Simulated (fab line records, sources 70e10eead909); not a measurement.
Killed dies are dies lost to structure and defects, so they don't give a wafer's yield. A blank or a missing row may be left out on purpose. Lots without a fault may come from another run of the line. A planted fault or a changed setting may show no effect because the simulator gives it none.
Problem report in the 8D (eight disciplines) form, filled by code | flow nand_harc | the parts of the form that need people (team, actions taken, sign-off) are left out

1. THE PROBLEM
developer_temp_C at NHARC_A_M1_DEVELOP_08 reads a mean of 22.06 C on 6 wafers of 2 lots; wafers without a fault read 22.99 C with a standard deviation of 0.1. That is -9.3 standard deviations from the usual mean.
The step: develop time 35 s.
First seen on wafer L304.3, day 29 17:00, on litho_track-06. The record holds 39 wafers of 13 lots with a number at this step. Rule for "out", or "out of limits": more than 4 standard deviations from the usual mean. The other wafers with a number count as sound.

2. WHAT IT IS AND WHAT IT IS NOT
question                    | is                     | is not
which readings at this step | developer_temp_C       | -
which lots                  | L304, L307             | L287, L288, L290, L291, L292, L295, L296, L298, L299, L301, L306
which wafers of those lots  | all that have a number | -
read on which tools         | litho_track-06         | litho_track-01, litho_track-04
when                        | from day 29 17:00      | up to then (30 sound wafers); but 3 sound wafers of L306 came after

3. SUSPECTS, AND WHAT RULES EACH OUT
Counting: a tool at a process step up to the reading stays a suspect if it ran every lot that is out and no sound lot after the first of them.
- litho_track-06 at NHARC_A_M1_DEVELOP_08 (develop time 35 s): kept. It ran every lot that is out, first L304 (day 29 17:00), and no sound lot after that; its last sound lot up to then is L299 (day 27 18:00). Its own readings are out on those wafers: developer_temp_C.
Left after counting: litho_track-06 at NHARC_A_M1_DEVELOP_08.

4. THE CAUSE (what the simulator had put in)
Process parameter drift: litho_track-06, from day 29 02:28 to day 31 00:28, at NHARC_A_M1_DEVELOP_08. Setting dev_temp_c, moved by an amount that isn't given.
Counting left only this tool.

5. THE CHAIN OF EFFECTS, in route order
Each row: a reading whose mean over the struck wafers that have a number lies more than 3 standard deviations from the usual. Only readings for which the record gives a usual standard deviation are gone through. hours: the time from each lot's start at the first step in this table that gives one to its start at this step, as a median over the lots. sigmas: the change in usual standard deviations.
hours | step                  | reading          | usual   | on struck wafers | change | sigmas
0     | NHARC_A_M1_DEVELOP_08 | developer_temp_C | 22.99 C | 22.06            | -0.93  | -9.3
The process steps in it:
- NHARC_A_M1_DEVELOP_08: develop time 35 s.
Later measuring or inspecting steps at which every struck wafer that the step has a row for has a number for every such reading, and none has moved that far: NHARC_END_SORT_01.

6. WHAT WOULD HAVE CAUGHT IT SOONER
In this record the first reading out of limits was taken at day 29 17:00, 15 hours after the fault began at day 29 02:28.
